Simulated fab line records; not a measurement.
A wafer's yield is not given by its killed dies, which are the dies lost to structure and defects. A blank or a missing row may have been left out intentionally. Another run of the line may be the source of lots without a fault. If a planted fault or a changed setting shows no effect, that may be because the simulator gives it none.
Chamber matching	flow n5_finfet	N5_BEOL_M1_STRIP_19 on rie_diel-04: 4 sister chambers
The step strips in O2. 7 wafers are shown with their chamber, then 9 later ones without.

## WAFERS, EACH WITH ITS CHAMBER
wafer	chamber	oes_product_au (a.u.)	rf_vpp_V (V)
L080.1	1	0.69	3.3
L081.5	3	0.89	3.9
L082.5	3	0.90	2.6
L084.3	2	0.80	4.2
L085.1	0	0.93	3.7
L085.2	2	0.80	4.5
L085.6	0	0.91	4.6

## WAFERS MISSING THEIR CHAMBER
wafer	oes_product_au (a.u.)	rf_vpp_V (V)
L089.3	0.86	4.1
L089.4	0.80	4.0
L089.6	0.80	3.7
L096.4	0.89	3.4
L096.5	0.80	3.5
L096.6	0.87	4.0
L097.1	0.85	3.4
L097.2	0.79	3.4
L097.5	0.87	4.8

## EACH ONE'S CHAMBER
wafer	from the rows above	in truth
L089.3	3	3
L089.4	2	2
L089.6	2	2
L096.4	3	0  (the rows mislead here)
L096.5	2	2
L096.6	3	3
L097.1	can't be placed: 3 or 2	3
L097.2	2	2
L097.5	can't be placed: 3 or 0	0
6 of 9 placed correctly. Can't be placed from these rows: 2 (the true chamber is among the candidates in 2). Wrongly placed: 1.
How it was worked out, from the rows above alone: a wafer's distance from a chamber is the root of the sum, over the readings, of the square of ((its reading less the chamber's mean) divided by the reading's scatter). The wafer belongs to the nearest chamber; if the next one is less than 2 further off, it can't be placed. A chamber's mean is the mean of its shown wafers. The scatter: take each reading less its chamber's mean, square it, sum over the shown wafers, divide by the number of wafers less the number of chambers, and take the root.
